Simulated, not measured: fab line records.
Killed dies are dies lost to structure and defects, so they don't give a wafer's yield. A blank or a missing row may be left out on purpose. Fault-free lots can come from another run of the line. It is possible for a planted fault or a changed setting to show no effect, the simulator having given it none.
3 desks looking at one fault -- flow n5-finfet -- each desk has only its own numbers; what lay behind them comes last

== DESK OF THE TOOL OWNER: ald-sin-01 ==
The tool's own readings at N5_ILD0_ALD_15 (deposits SiNx, target thk 24 nm, pulse time 1 s, ald cycles 480): means of the sampled wafers that have a number, for each lot that ran on this tool. Marked OUT: a lot whose mean sits more than 4 standard deviations from the usual mean, which makes it out of limits; the brackets give that distance.
Columns: A = heater-power-w at N5_ILD0_ALD_15, usual 846 W; B = precursor-pulse-height-rel at N5_ILD0_ALD_15, usual 1.001
lot,first seen here,A,B
L913,day 3 15:01,834,1.015
L914,day 3 19:57,783,1.017
L917,day 4 15:52,790,1.027
L919,day 5 02:38,701,1.006
L933,day 8 13:13,840,0.999
L935,day 9 02:56,759,0.979
This desk's finding: nothing out of limits on any of the 6 lots.

== FROM THE METROLOGY DESK ==
Means of the sampled wafers that have a number, per lot and without regard to the tool the lot ran on: this is what the gauges read. Marked OUT: a lot whose mean sits more than 4 standard deviations from the usual mean, which makes it out of limits; the brackets give that distance. Readings shown: 7 of its 10, picked as those furthest out on some lot.
Columns: A = DIBL_N at N5_BEOL_M4_RC_MEAS_101, usual 36.3 mV/V; B = DIBL_P at N5_BEOL_M4_RC_MEAS_101, usual 36.2 mV/V; C = IOFF_N at N5_BEOL_M4_RC_MEAS_101, usual 0.16 nA/um; D = IOFF_P at N5_BEOL_M4_RC_MEAS_101, usual 0.21 nA/um; E = ION_P at N5_BEOL_M4_RC_MEAS_101, usual 461 uA/um; F = VT_N at N5_BEOL_M4_RC_MEAS_101, usual 251 mV; G = VT_P at N5_BEOL_M4_RC_MEAS_101, usual -251 mV
lot,first seen here,A,B,C,D,E,F,G
L913,day 7 13:00,35.5,34.5,0.15,0.21,471,251,-251
L914,day 7 15:59,37.2,36.8,0.15,0.22,466,252,-253
L915,day 7 19:15,34.2,34.8,0.14,0.17,452,254,-252
L917,day 8 17:03,37.9,38.1,0.18,0.26,467,251,-246
L919,day 9 00:52,39.8,39.6,0.25,0.28,462,245,-247
L929,day 11 05:26,35.7,36.4,0.16,0.24,473,248,-244
L932,day 12 04:56,36.1,36.2,0.15,0.19,458,253,-251
L933,day 12 09:29,35.8,36.0,0.14,0.16,453,252,-259
L934,day 12 17:08,37.5,36.3,0.16,0.20,459,250,-254
L935,day 13 07:39,36.1,35.4,0.13,0.17,458,253,-254
This desk's finding: nothing out of limits on any of the 10 lots.

== THE DEFECT DESK ==
Per lot, the means of the sampled wafers with a number show what the inspections along the route counted. Marked OUT: a lot whose mean sits more than 4 standard deviations from the usual mean, which makes it out of limits; the brackets give that distance.
Columns: A = raw-defect-count at N5_SDB_INSPECT_13, usual 65
lot,first seen here,A
L913,day 3 18:05,102
L914,day 3 22:53,80
L915,day 4 03:44,46
L917,day 4 18:56,91
L919,day 5 05:42,55
L929,day 7 14:34,88
L932,day 8 12:41,68
L933,day 8 16:31,33
L934,day 8 22:41,38
L935,day 9 05:52,87
This desk's finding: nothing out of limits on any of the 10 lots.

== PUT TOGETHER ==
The tool owner's desk saw nothing out of limits.
From the metrology desk's view, nothing was out of limits.
No out-of-limits result turned up at the defect desk.

== WHAT HAD BEEN PUT IN BY THE SIMULATOR ==
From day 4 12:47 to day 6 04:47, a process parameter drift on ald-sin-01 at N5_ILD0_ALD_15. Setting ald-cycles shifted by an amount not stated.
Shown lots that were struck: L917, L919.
